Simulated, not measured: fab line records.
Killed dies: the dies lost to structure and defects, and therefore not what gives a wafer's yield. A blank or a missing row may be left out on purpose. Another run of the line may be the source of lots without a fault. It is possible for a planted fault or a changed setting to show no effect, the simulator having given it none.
Struck lot and sound lot, side by side / flow nand-harc / 15 steps out of a route of 1159
Sound: these wafers, L980.2, L980.5, L980.6. Struck: wafer L994.2 (L994.4, L994.5, from the same lot, were not struck and are left out); the cause is given at the end.
Each step with rows lists, per side, the tool, then ch with its chambers, then its first start. Under that, the readings that differ: sound wafers / struck wafers / difference of the means / sigmas: that difference in standard deviations of wafers without a fault.
alike: a reading whose means differ by less than 2 such deviations, as well as words and numbers matching on both sides. not compared: withheld readings; readings where some wafer has no value; bounds like >300 that might hide an equal value; numbers whose values overlap and for which the record gives no deviation.
Wherever a step has rows on one side only, a row that says differs or no value, or a row with sigmas, the two part there. When numbers do not overlap yet have no deviation, they are printed without sigmas and do not part them. A reading that every wafer of one side lacks parts them only if that side has two wafers or more.

first, 1 step without rows for these wafers: NHARC_A_BONDPAD_DEVELOP_08 (time 50 s).
NHARC_A_BONDPAD_CD_MEAS_09: the cd target is 500 nm.
  sound on cd-sem-02 ch 0, day 18 04:26; struck on cd-sem-01 ch 0, day 22 14:40
  alike: cd-nm
NHARC_A_BONDPAD_OVL_MEAS_35:
  sound on overlay-02, day 18 04:31; struck on overlay-02, day 22 14:44
reading=overlay-y-nm (nm); sound=-8 -8 -8; struck=9; difference=+17; sigmas=+2
  alike: overlay-x-nm
then, 2 steps without rows for these wafers: NHARC_A_BONDPAD_HARDBAKE_10 (time 65 s); NHARC_A_BONDPAD_DESCUM_11 (chemistry O2, time 3 s).
NHARC_A_BONDPAD_ETCH_34: etches the open film in N2/H2, target depth 60 nm, overetch 18 nm, time 65.91 s.
  sound on rie-diel-10 ch 1,2, day 18 04:46; struck on rie-diel-10 ch 0, day 22 14:58
  alike: drypump-motor-current-A, n2-flow-sccm, oes-product-au, rf-vpp-V, showerhead-plenum-p-Torr, throttle-valve-pct
  not compared: rf-hours-counter-h
then, 1 step without rows for these wafers: NHARC_A_BONDPAD_ETCH_12 (etches the open film in CHF3/O2, target depth 220 nm, time 110 s).
NHARC_A_BONDPAD_CD_MEAS_13:
  sound on cd-sem-01, day 18 05:01; struck on cd-sem-01, day 22 15:11
  alike: cd-nm
NHARC_A_BONDPAD_STRIP_15: strips in O2.
  sound on rie-diel-10 ch 1,2,3, day 18 05:08; struck on rie-diel-01 ch 0, day 22 15:16
  alike: drypump-motor-current-A, oes-product-au, rf-vpp-V, showerhead-plenum-p-Torr, throttle-valve-pct
  not compared: rf-hours-counter-h
NHARC_A_BONDPAD_ETCH_24: etches the open film in CF4/N2, target depth 30 nm, time 72.99 s.
  sound on rie-diel-10 ch 1,2,3, day 18 05:17; struck on rie-diel-01 ch 0
  alike: drypump-motor-current-A, n2-flow-sccm, oes-product-au, rf-vpp-V, showerhead-plenum-p-Torr, throttle-valve-pct
  not compared: rf-hours-counter-h
then, 1 step without rows for these wafers: NHARC_A_BONDPAD_STRIP_16 (strips in post etch residue remover, time 600 s).
NHARC_A_BONDPAD_DEGAS_25: time 60 s.
  sound on pvd-sputter-03, day 18 05:42; struck on pvd-sputter-03, day 22 15:49
  alike: heater-power-w
NHARC_A_BONDPAD_PRE_CLEAN_26: time 30 s.
  sound on pvd-sputter-03, day 18 05:44; struck on pvd-sputter-03, day 22 15:52
reading=susceptor-temp-C (C); sound=280.10 280.36 279.92; struck=278.06; difference=-2.07; sigmas=-12
  alike: heater-power-w
NHARC_A_BONDPAD_PVD_17: deposits TaN, target thk 5 nm, time 8.06 s.
  sound on pvd-sputter-03; struck on pvd-sputter-03
  alike: substrate-temp-c, throttle-valve-pct
NHARC_END_SORT_01:
  sound on prober-01 ch 0, day 19 21:41; struck on prober-02 ch 0, day 23 20:40
reading=sort_bin_4_pct (%); sound=2.2 1.9 2.1; struck=4.3; difference=+2.2; sigmas=+2
  alike: defect-limited-yield, killed-at-array, killed-at-other, killed-at-periphery, killed-dies, killed-open, killed-short, sort_bin_2_pct, sort_bin_3_pct, sort-n-pass, sort-rim-yield-pct, sort-yield-pct

== WHERE THEY PART ==
Last at NHARC_END_SORT_01 as far as this record goes, first at NHARC_A_BONDPAD_OVL_MEAS_35.

WHY: the cause the simulator had injected
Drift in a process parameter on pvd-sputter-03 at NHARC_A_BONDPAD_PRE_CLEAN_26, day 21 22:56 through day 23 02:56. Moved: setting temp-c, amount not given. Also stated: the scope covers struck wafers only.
